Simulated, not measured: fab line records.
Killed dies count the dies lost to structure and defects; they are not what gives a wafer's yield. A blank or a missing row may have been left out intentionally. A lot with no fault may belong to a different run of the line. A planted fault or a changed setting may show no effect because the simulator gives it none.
Matching of chambers ; flow n5_finfet ; N5_BEOL_M13_DEP_53 on pecvd-01 has 3 sister chambers
The step deposits SiCN from 3MS/NH3, target thk 50 nm, time 17.8 s. 16 wafers are shown with their chamber, then 8 later ones without.

## EACH WAFER AND ITS CHAMBER
wafer;chamber;throttle_valve_pct (%);showerhead_plenum_p_Torr (Torr)
L079.1;2;18.1;4.190
L079.3;0;18.0;4.131
L079.4;1;21.1;4.135
L078.2;0;17.8;4.120
L078.4;1;21.1;4.125
L078.5;0;17.7;4.126
L083.1;0;17.8;4.134
L083.5;2;18.2;4.200
L083.6;0;17.5;4.134
L087.2;0;17.6;4.136
L087.3;0;17.9;4.120
L087.5;1;21.2;4.124
L088.1;0;18.0;4.132
L088.4;1;21.3;4.123
L088.5;0;17.6;4.138
L094.1;1;20.9;4.131

SIGNATURES, as means of the wafers listed above
reading;chamber 0;chamber 1;chamber 2;scatter within a chamber
throttle_valve_pct;17.767;21.120;18.150;0.165
showerhead_plenum_p_Torr;4.13011;4.12760;4.19500;0.00626
Rule: distance of a wafer from a chamber = root of the sum over the readings of ((wafer's reading minus chamber's mean) / reading's scatter) squared. The wafer belongs to the nearest chamber; if the next one is less than 2 further off, it can't be placed. The scatter is the square root of a quotient: the sum, over the shown wafers, of each reading's squared deviation from its chamber's mean, divided by wafers minus chambers.

## WAFERS WITHOUT THEIR CHAMBER
wafer;throttle_valve_pct (%);showerhead_plenum_p_Torr (Torr)
L094.5;18.5;4.193
L094.6;21.1;4.131
L095.2;21.2;4.125
L095.4;18.0;4.129
L095.6;21.2;4.131
L097.1;18.5;4.206
L097.2;21.1;4.127
L097.3;17.8;4.143

## CHAMBER TAKEN BY EACH
wafer;from the rows above;in truth
L094.5;2;2
L094.6;1;1
L095.2;1;1
L095.4;0;0
L095.6;1;1
L097.1;2;2
L097.2;1;1
L097.3;0;0
Correct placement for 8 of the 8. Left unplaced by these rows: 0. Number placed wrongly: 0.
